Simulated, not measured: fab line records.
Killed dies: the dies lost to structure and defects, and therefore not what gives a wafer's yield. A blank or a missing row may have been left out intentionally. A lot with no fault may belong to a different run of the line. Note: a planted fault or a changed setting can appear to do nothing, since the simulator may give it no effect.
Which of the tools did it? :: flow n5-finfet :: 9 lots with 27 wafers sampled at 6 steps, on a route of 1938 steps

== WHAT THE GAUGES READ, wafer by wafer ==
N5_MOL_CONTACT_COAG_INSPECT_57: inspects for defects (brightfield). Usual: raw-defect-count 207, standard deviation 60.
lot: L514
measured: day 6 01:33
on: defect-inspect-01
raw-defect-count: 272 183 221
flag: 

lot: L518
measured: day 7 02:10
on: defect-inspect-01
raw-defect-count: 203 255 295
flag: 

lot: L519
measured: day 7 07:53
on: defect-inspect-01
raw-defect-count: 167 200 244
flag: 

lot: L525
measured: day 9 02:23
on: defect-inspect-02
raw-defect-count: 286 263 180
flag: 

lot: L526
measured: day 9 04:00
on: defect-inspect-01
raw-defect-count: 224 253 155
flag: 

lot: L528
measured: day 10 05:00
on: defect-inspect-01
raw-defect-count: 268 214 1135
flag: OFF

lot: L530
measured: day 10 07:28
on: defect-inspect-02
raw-defect-count: 155 160 259
flag: 

lot: L532
measured: day 10 14:41
on: defect-inspect-02
raw-defect-count: 240 218 1143
flag: OFF

lot: L533
measured: day 10 19:01
on: defect-inspect-02
raw-defect-count: 291 278 152
flag: 

N5_BEOL_M4_RC_MEAS_101. Usual: DIBL_N 36.2 mV/V, standard deviation 1.6; DIBL_P 36.5 mV/V, standard deviation 1.9; IOFF_N 0.158 nA/um, standard deviation 0.027; IOFF_P 0.21 nA/um, standard deviation 0.038; ION_N 675 uA/um, standard deviation 12; ION_P 464 uA/um, standard deviation 8.9; SS_N 71.5 mV/dec, standard deviation 0.61; SS_P 73.4 mV/dec, standard deviation 0.59; VT_N 250.4 mV, standard deviation 3; VT_P -250 mV, standard deviation 3.6.
lot: L514
measured: day 8 18:03
on: prober-02
DIBL_N (mV/V): 34.7 36.7 35.4
DIBL_P (mV/V): 34.0 37.3 35.1
IOFF_N (nA/um): 0.134 0.164 0.147
IOFF_P (nA/um): 0.16 0.21 0.17
ION_N (uA/um): 658 661 650
ION_P (uA/um): 450 457 446
SS_N (mV/dec): 70.6 71.9 71.8
SS_P (mV/dec): 72.6 73.3 72.7
VT_N (mV): 253.2 253.0 254.2
VT_P (mV): -257 -250 -256
flag: 

lot: L518
measured: day 9 20:32
on: prober-01
DIBL_N (mV/V): 37.5 39.8 36.0
DIBL_P (mV/V): 36.6 38.7 34.4
IOFF_N (nA/um): 0.156 0.211 0.128
IOFF_P (nA/um): 0.18 0.21 0.16
ION_N (uA/um): 666 682 651
ION_P (uA/um): 452 453 437
SS_N (mV/dec): 71.0 72.3 71.1
SS_P (mV/dec): 73.1 73.9 73.0
VT_N (mV): 250.0 246.5 256.1
VT_P (mV): -257 -255 -259
flag: 

lot: L519
measured: day 10 02:59
on: prober-02
DIBL_N (mV/V): 37.6 35.8 35.6
DIBL_P (mV/V): 38.5 37.4 37.4
IOFF_N (nA/um): 0.184 0.158 0.165
IOFF_P (nA/um): 0.24 0.22 0.22
ION_N (uA/um): 698 686 696
ION_P (uA/um): 475 467 477
SS_N (mV/dec): 72.1 71.1 71.1
SS_P (mV/dec): 73.9 73.5 73.4
VT_N (mV): 245.7 250.7 247.4
VT_P (mV): -249 -249 -248
flag: 

lot: L525
measured: day 12 11:15
on: prober-02
DIBL_N (mV/V): 37.1 38.5 34.4
DIBL_P (mV/V): 37.4 39.3 34.7
IOFF_N (nA/um): 0.173 0.206 0.120
IOFF_P (nA/um): 0.23 0.26 0.17
ION_N (uA/um): 671 692 666
ION_P (uA/um): 463 472 460
SS_N (mV/dec): 72.1 72.1 70.2
SS_P (mV/dec): 73.3 73.4 72.3
VT_N (mV): 249.0 246.0 255.4
VT_P (mV): -249 -246 -254
flag: 

lot: L526
measured: day 12 12:49
on: prober-02
DIBL_N (mV/V): 36.2 35.3 35.5
DIBL_P (mV/V): 35.3 34.9 35.6
IOFF_N (nA/um): 0.141 0.142 0.138
IOFF_P (nA/um): 0.18 0.18 0.18
ION_N (uA/um): 677 668 685
ION_P (uA/um): 464 460 457
SS_N (mV/dec): 70.7 71.1 71.1
SS_P (mV/dec): 73.0 72.6 73.1
VT_N (mV): 250.3 249.4 251.5
VT_P (mV): -253 -252 -254
flag: 

lot: L528
measured: day 12 17:14
on: prober-01
DIBL_N (mV/V): 35.9 37.0 38.6
DIBL_P (mV/V): 35.2 37.2 40.1
IOFF_N (nA/um): 0.144 0.162 0.212
IOFF_P (nA/um): 0.20 0.23 0.30
ION_N (uA/um): 699 691 705
ION_P (uA/um): 475 467 488
SS_N (mV/dec): 71.7 71.6 72.1
SS_P (mV/dec): 73.5 74.1 74.0
VT_N (mV): 248.9 248.4 245.7
VT_P (mV): -250 -251 -242
flag: 

lot: L530
measured: day 13 19:52
on: prober-02
DIBL_N (mV/V): 38.4 37.6 37.1
DIBL_P (mV/V): 36.8 36.5 35.7
IOFF_N (nA/um): 0.179 0.163 0.161
IOFF_P (nA/um): 0.26 0.25 0.22
ION_N (uA/um): 673 666 658
ION_P (uA/um): 468 467 457
SS_N (mV/dec): 72.1 72.0 72.8
SS_P (mV/dec): 73.3 74.1 73.2
VT_N (mV): 249.6 249.4 253.0
VT_P (mV): -247 -247 -247
flag: 

lot: L532
measured: day 14 08:34
on: prober-02
DIBL_N (mV/V): 35.0 34.2 32.9
DIBL_P (mV/V): 34.8 34.5 33.3
IOFF_N (nA/um): 0.149 0.141 0.116
IOFF_P (nA/um): 0.22 0.22 0.19
ION_N (uA/um): 664 686 666
ION_P (uA/um): 463 482 469
SS_N (mV/dec): 71.1 70.4 71.3
SS_P (mV/dec): 72.8 73.0 73.1
VT_N (mV): 250.4 249.9 252.7
VT_P (mV): -248 -248 -251
flag: 

lot: L533
measured: day 14 01:01
on: prober-01
DIBL_N (mV/V): 38.4 36.2 36.0
DIBL_P (mV/V): 38.9 36.3 35.3
IOFF_N (nA/um): 0.223 0.157 0.158
IOFF_P (nA/um): 0.30 0.23 0.21
ION_N (uA/um): 690 666 675
ION_P (uA/um): 478 461 461
SS_N (mV/dec): 73.0 71.9 71.6
SS_P (mV/dec): 74.6 73.7 72.9
VT_N (mV): 246.9 252.2 252.8
VT_P (mV): -245 -248 -252
flag: 

== EACH LOT AND THE TOOL THAT RAN IT (in order: tool; ch and the chambers of the sampled wafers; start) ==
lot: L514
N5_MOL_CONTACT_COAG_SIL_ANNEAL_21: rtp-anneal-01 ch 0, day 5 16:23
N5_MOL_CONTACT_COAG_PECVD_31: pecvd-03 ch 0,1, day 6 01:07
N5_MOL_CONTACT_COAG_ETCH_91: rie-diel-02 ch 0,1, day 6 02:17
N5_MOL_CONTACT_COAG_STRIP_119: plasma-asher-01 ch 0, day 6 02:36

lot: L518
N5_MOL_CONTACT_COAG_SIL_ANNEAL_21: rtp-anneal-01 ch 0, day 6 18:48
N5_MOL_CONTACT_COAG_PECVD_31: pecvd-01 ch 1,2, day 7 01:37
N5_MOL_CONTACT_COAG_ETCH_91: rie-diel-05 ch 0,1,3, day 7 02:48
N5_MOL_CONTACT_COAG_STRIP_119: plasma-asher-02 ch 0,1, day 7 03:07

lot: L519
N5_MOL_CONTACT_COAG_SIL_ANNEAL_21: rtp-anneal-01 ch 0, day 7 00:22
N5_MOL_CONTACT_COAG_PECVD_31: pecvd-01 ch 1,2, day 7 07:26
N5_MOL_CONTACT_COAG_ETCH_91: rie-diel-05 ch 0,2,3, day 7 08:21
N5_MOL_CONTACT_COAG_STRIP_119: plasma-asher-01 ch 0,1, day 7 08:40

lot: L525
N5_MOL_CONTACT_COAG_SIL_ANNEAL_21: rtp-anneal-02 ch 0, day 8 13:08
N5_MOL_CONTACT_COAG_PECVD_31: pecvd-04 ch 1,2, day 9 01:50
N5_MOL_CONTACT_COAG_ETCH_91: rie-diel-05 ch 0,1,3, day 9 02:56
N5_MOL_CONTACT_COAG_STRIP_119: plasma-asher-02 ch 0,1, day 9 03:15

lot: L526
N5_MOL_CONTACT_COAG_SIL_ANNEAL_21: rtp-anneal-01 ch 0, day 8 18:26
N5_MOL_CONTACT_COAG_PECVD_31: pecvd-01 ch 0,2, day 9 03:34
N5_MOL_CONTACT_COAG_ETCH_91: rie-diel-04 ch 1,3, day 9 04:28
N5_MOL_CONTACT_COAG_STRIP_119: plasma-asher-02 ch 1, day 9 04:47

lot: L528
N5_MOL_CONTACT_COAG_SIL_ANNEAL_21: rtp-anneal-02 ch 0, day 9 20:01
N5_MOL_CONTACT_COAG_PECVD_31: pecvd-01 ch 0,1,2, day 10 04:27
N5_MOL_CONTACT_COAG_ETCH_91: rie-diel-04 ch 0,1,3, day 10 05:33
N5_MOL_CONTACT_COAG_STRIP_119: plasma-asher-02 ch 0,1, day 10 05:54

lot: L530
N5_MOL_CONTACT_COAG_SIL_ANNEAL_21: rtp-anneal-01 ch 0, day 9 22:33
N5_MOL_CONTACT_COAG_PECVD_31: pecvd-03 ch 1,2, day 10 07:02
N5_MOL_CONTACT_COAG_ETCH_91: rie-diel-02 ch 1,2,3, day 10 07:51
N5_MOL_CONTACT_COAG_STRIP_119: plasma-asher-01 ch 0,1, day 10 08:13

lot: L532
N5_MOL_CONTACT_COAG_SIL_ANNEAL_21: rtp-anneal-02 ch 0, day 10 07:07
N5_MOL_CONTACT_COAG_PECVD_31: pecvd-01 ch 0,2, day 10 14:16
N5_MOL_CONTACT_COAG_ETCH_91: rie-diel-04 ch 0,1,3, day 10 15:20
N5_MOL_CONTACT_COAG_STRIP_119: plasma-asher-01 ch 0,1, day 10 15:39

lot: L533
N5_MOL_CONTACT_COAG_SIL_ANNEAL_21: rtp-anneal-01 ch 0, day 10 12:39
N5_MOL_CONTACT_COAG_PECVD_31: pecvd-03 ch 1,2, day 10 18:34
N5_MOL_CONTACT_COAG_ETCH_91: rie-diel-02 ch 0,3, day 10 19:24
N5_MOL_CONTACT_COAG_STRIP_119: plasma-asher-02 ch 1, day 10 19:43
- N5_MOL_CONTACT_COAG_SIL_ANNEAL_21: time 60 s.
- N5_MOL_CONTACT_COAG_PECVD_31: deposits SiO2 from TEOS/O2, target thk 46 nm, time 8.9 s.
- N5_MOL_CONTACT_COAG_ETCH_91: etches SOC in N2/H2, target depth 60 nm, overetch 21 nm, time 101.2 s.
- N5_MOL_CONTACT_COAG_STRIP_119: strips in N2/H2, time 30 s.

== WHAT THE TOOLS THEMSELVES READ (means of the sampled wafers that have a number; where no wafer has one, the mark that the record gives instead) ==
N5_MOL_CONTACT_COAG_SIL_ANNEAL_21. Usual: lamp-power-pct 7.6 %, standard deviation 0.57; lamp_zone_3_pct 7.6 %, standard deviation 0.57; wafer_temp_C_max 553.1, standard deviation 1.6.
lot: L514
tool: rtp-anneal-01
lamp-power-pct (%): 7.1
lamp_zone_3_pct (%): 7.1
wafer_temp_C_max: 551.4
flag: 

lot: L518
tool: rtp-anneal-01
lamp-power-pct (%): 7.1
lamp_zone_3_pct (%): 7.1
wafer_temp_C_max: 551.8
flag: 

lot: L519
tool: rtp-anneal-01
lamp-power-pct (%): 7.1
lamp_zone_3_pct (%): 7.1
wafer_temp_C_max: 552.0
flag: 

lot: L525
tool: rtp-anneal-02
lamp-power-pct (%): 8.3
lamp_zone_3_pct (%): 8.3
wafer_temp_C_max: 555.0
flag: 

lot: L526
tool: rtp-anneal-01
lamp-power-pct (%): 7.1
lamp_zone_3_pct (%): 7.1
wafer_temp_C_max: 551.5
flag: 

lot: L528
tool: rtp-anneal-02
lamp-power-pct (%): 8.3
lamp_zone_3_pct (%): 8.3
wafer_temp_C_max: 554.9
flag: 

lot: L530
tool: rtp-anneal-01
lamp-power-pct (%): 7.1
lamp_zone_3_pct (%): 7.1
wafer_temp_C_max: 551.8
flag: 

lot: L532
tool: rtp-anneal-02
lamp-power-pct (%): 8.3
lamp_zone_3_pct (%): 8.3
wafer_temp_C_max: 554.5
flag: 

lot: L533
tool: rtp-anneal-01
lamp-power-pct (%): 7.1
lamp_zone_3_pct (%): 7.1
wafer_temp_C_max: 551.8
flag: 

N5_MOL_CONTACT_COAG_ETCH_91. Usual: drypump-motor-current-A 5.8 A, standard deviation 0.43; oes-product-au 0.68 a.u., standard deviation 0.068; rf-vpp-V 524.6 V, standard deviation 2.6; showerhead-plenum-p-Torr 2.57 Torr, standard deviation 0.091; throttle-valve-pct 17.71 %, standard deviation 0.23.
lot: L514
tool: rie-diel-02
drypump-motor-current-A (A): 5.6
oes-product-au (a.u.): 0.67
rf-vpp-V (V): 522.7
showerhead-plenum-p-Torr (Torr): 2.48
throttle-valve-pct (%): 17.70
flag: 

lot: L518
tool: rie-diel-05
drypump-motor-current-A (A): 5.6
oes-product-au (a.u.): 0.75
rf-vpp-V (V): 524.6
showerhead-plenum-p-Torr (Torr): 2.57
throttle-valve-pct (%): 17.75
flag: 

lot: L519
tool: rie-diel-05
drypump-motor-current-A (A): 5.9
oes-product-au (a.u.): 0.70
rf-vpp-V (V): 526.5
showerhead-plenum-p-Torr (Torr): 2.62
throttle-valve-pct (%): 17.90
flag: 

lot: L525
tool: rie-diel-05
drypump-motor-current-A (A): 5.5
oes-product-au (a.u.): 0.73
rf-vpp-V (V): 524.2
showerhead-plenum-p-Torr (Torr): 2.56
throttle-valve-pct (%): 17.77
flag: 

lot: L526
tool: rie-diel-04
drypump-motor-current-A (A): 5.7
oes-product-au (a.u.): 0.68
rf-vpp-V (V): 525.4
showerhead-plenum-p-Torr (Torr): 2.61
throttle-valve-pct (%): 17.72
flag: 

lot: L528
tool: rie-diel-04
drypump-motor-current-A (A): 5.7
oes-product-au (a.u.): 0.69
rf-vpp-V (V): 524.8
showerhead-plenum-p-Torr (Torr): 2.56
throttle-valve-pct (%): 17.56
flag: 

lot: L530
tool: rie-diel-02
drypump-motor-current-A (A): 5.7
oes-product-au (a.u.): 0.70
rf-vpp-V (V): 525.6
showerhead-plenum-p-Torr (Torr): 2.61
throttle-valve-pct (%): 17.59
flag: 

lot: L532
tool: rie-diel-04
drypump-motor-current-A (A): 5.7
oes-product-au (a.u.): 0.68
rf-vpp-V (V): 523.9
showerhead-plenum-p-Torr (Torr): 2.56
throttle-valve-pct (%): 17.55
flag: 

lot: L533
tool: rie-diel-02
drypump-motor-current-A (A): 5.8
oes-product-au (a.u.): 0.64
rf-vpp-V (V): 523.2
showerhead-plenum-p-Torr (Torr): 2.47
throttle-valve-pct (%): 17.71
flag: 

N5_MOL_CONTACT_COAG_STRIP_119. Usual: drypump-motor-current-A 5.8 A, standard deviation 0.58; heater-power-w 354 W, standard deviation 44.
lot: L514
tool: plasma-asher-01
drypump-motor-current-A (A): 6.2
heater-power-w (W): 340
flag: 

lot: L518
tool: plasma-asher-02
drypump-motor-current-A (A): 5.9
heater-power-w (W): 397
flag: 

lot: L519
tool: plasma-asher-01
drypump-motor-current-A (A): 5.3
heater-power-w (W): 314
flag: 

lot: L525
tool: plasma-asher-02
drypump-motor-current-A (A): 6.1
heater-power-w (W): 413
flag: 

lot: L526
tool: plasma-asher-02
drypump-motor-current-A (A): 6.4
heater-power-w (W): 419
flag: 

lot: L528
tool: plasma-asher-02
drypump-motor-current-A (A): 6.2
heater-power-w (W): 412
flag: 

lot: L530
tool: plasma-asher-01
drypump-motor-current-A (A): 5.8
heater-power-w (W): 327
flag: 

lot: L532
tool: plasma-asher-01
drypump-motor-current-A (A): 5.3
heater-power-w (W): 317
flag: 

lot: L533
tool: plasma-asher-02
drypump-motor-current-A (A): 6.3
heater-power-w (W): 427
flag: 

== THE ANSWER, worked out from the rows above alone ==
Rule: take the mean of a lot's wafers that have a number; if it is more than 3 standard deviations from the usual mean, the lot is off. A lot without any number at a reading at which 4 lots or more have one is off too. All remaining lots with rows at the step are treated as sound. The gauges are gone through in route order, then the tools' own readings, and for those a lot's mean is taken as printed above. The first step at which some lot is off is used, and at that step the reading that is off furthest; a lot without a number counts as furthest.
Off: L528, L532, at N5_MOL_CONTACT_COAG_INSPECT_57 (raw-defect-count).
A tool fits if, at a process step before that reading, it ran every lot that is off, and no sound lot after the first of them. Gauges at N5_MOL_CONTACT_COAG_INSPECT_57: tried the same way as those tools. Undecided on this evidence; 2 tools fit (rtp-anneal-02 at N5_MOL_CONTACT_COAG_SIL_ANNEAL_21, pecvd-01 at N5_MOL_CONTACT_COAG_PECVD_31).

== WHAT THE SIMULATOR HAD INSERTED ==
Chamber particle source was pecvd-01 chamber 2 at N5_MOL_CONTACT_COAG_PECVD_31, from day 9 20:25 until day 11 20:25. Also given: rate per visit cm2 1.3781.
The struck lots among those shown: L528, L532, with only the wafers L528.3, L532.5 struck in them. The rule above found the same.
